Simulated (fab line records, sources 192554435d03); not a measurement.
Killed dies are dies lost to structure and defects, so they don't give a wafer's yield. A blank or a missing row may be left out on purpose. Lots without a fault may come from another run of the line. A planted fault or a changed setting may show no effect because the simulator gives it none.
One fault seen from 2 desks | flow n5_finfet | each desk has only its own numbers; what lay behind them comes last

THE METROLOGY DESK
What the gauges read, lot by lot, whatever tool the lot ran on: means of the sampled wafers that have a number. A lot is out of limits, marked OUT, if its mean lies more than 4 standard deviations from the usual mean; the brackets give that distance. Of its 10 readings 7 are shown: those that lie furthest out on some lot.
Columns: A = DIBL_P at N5_BEOL_M4_RC_MEAS_101, usual 36.3 mV/V; B = IOFF_N at N5_BEOL_M4_RC_MEAS_101, usual 0.155 nA/um; C = IOFF_P at N5_BEOL_M4_RC_MEAS_101, usual 0.211 nA/um; D = ION_N at N5_BEOL_M4_RC_MEAS_101, usual 672 uA/um; E = SS_N at N5_BEOL_M4_RC_MEAS_101, usual 71.5 mV/dec; F = VT_N at N5_BEOL_M4_RC_MEAS_101, usual 249.9 mV; G = VT_P at N5_BEOL_M4_RC_MEAS_101, usual -249.8 mV
lot  | first seen here | A    | B     | C     | D   | E    | F     | G
L335 | day 10 03:59    | 37.7 | 0.151 | 0.234 | 671 | 71.4 | 251.6 | -248.4
L345 | day 15 10:29    | 37.1 | 0.160 | 0.244 | 667 | 72.8 | 250.3 | -246.8
L348 | day 15 15:17    | 36.4 | 0.135 | 0.197 | 657 | 71.5 | 253.2 | -251.3
L347 | day 17 07:47    | 36.0 | 0.158 | 0.210 | 677 | 71.2 | 249.5 | -248.9
This desk's finding: nothing out of limits on any of the 4 lots.

THE TOOL OWNER'S DESK: rie_diel-06
The tool's own readings at N5_FIN_CUT_CUT_ETCH_26 (etches SiNx in CH3F/O2, target depth 39 nm, time 55.7 s): means of the sampled wafers that have a number, for each lot that ran on this tool. A lot is out of limits, marked OUT, if its mean lies more than 4 standard deviations from the usual mean; the brackets give that distance. Of its 9 readings 7 are shown: the one that was out of limits first, and those that lie furthest out on some lot.
Columns: A = O2_flow_sccm at N5_FIN_CUT_CUT_ETCH_26, usual 20.00 sccm; B = drypump_motor_current_A at N5_FIN_CUT_CUT_ETCH_26, usual 5.8 A; C = oes_f_703_au at N5_FIN_CUT_CUT_ETCH_26, usual 0.81 a.u.; D = oes_product_au at N5_FIN_CUT_CUT_ETCH_26, usual 0.81 a.u.; E = rf_fwd_power_W at N5_FIN_CUT_CUT_ETCH_26, usual 391.0 W; F = rf_vpp_V at N5_FIN_CUT_CUT_ETCH_26, usual 296 V; G = throttle_valve_pct at N5_FIN_CUT_CUT_ETCH_26, usual 16.36 %
lot  | first seen here | A     | B   | C    | D    | E               | F             | G
L335 | day 2 23:10     | 20.01 | 5.9 | 0.79 | 0.79 | 390.7           | 296           | 16.23
L345 | day 5 11:51     | 20.03 | 5.9 | 0.54 | 0.73 | 294.8 (-60) OUT | 337 (+12) OUT | 16.26
L347 | day 5 21:55     | 20.05 | 6.0 | 0.51 | 0.68 | 296.8 (-59) OUT | 334 (+12) OUT | 16.61
This desk's finding: out of limits on L345, L347; first on L345, day 5 11:51 (rf_fwd_power_W at N5_FIN_CUT_CUT_ETCH_26). In limits: L335.

PUT TOGETHER
The tool owner's desk could have raised an alarm at day 5 11:51, on L345, L347.
The metrology desk saw nothing out of limits.
The metrology desk has L345, L347 on record, within its limits.
Of the lots named, all ran N5_FIN_CUT_CUT_ETCH_26 on rie_diel-06.

WHAT THE SIMULATOR HAD PUT IN
Process parameter drift: rie_diel-06, from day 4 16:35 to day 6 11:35, at N5_FIN_CUT_CUT_ETCH_26. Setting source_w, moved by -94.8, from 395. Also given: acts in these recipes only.
Lots struck among those shown: L345, L347.
Hours from the fault's start to each desk's first reading out of limits: the tool owner's desk, 19.
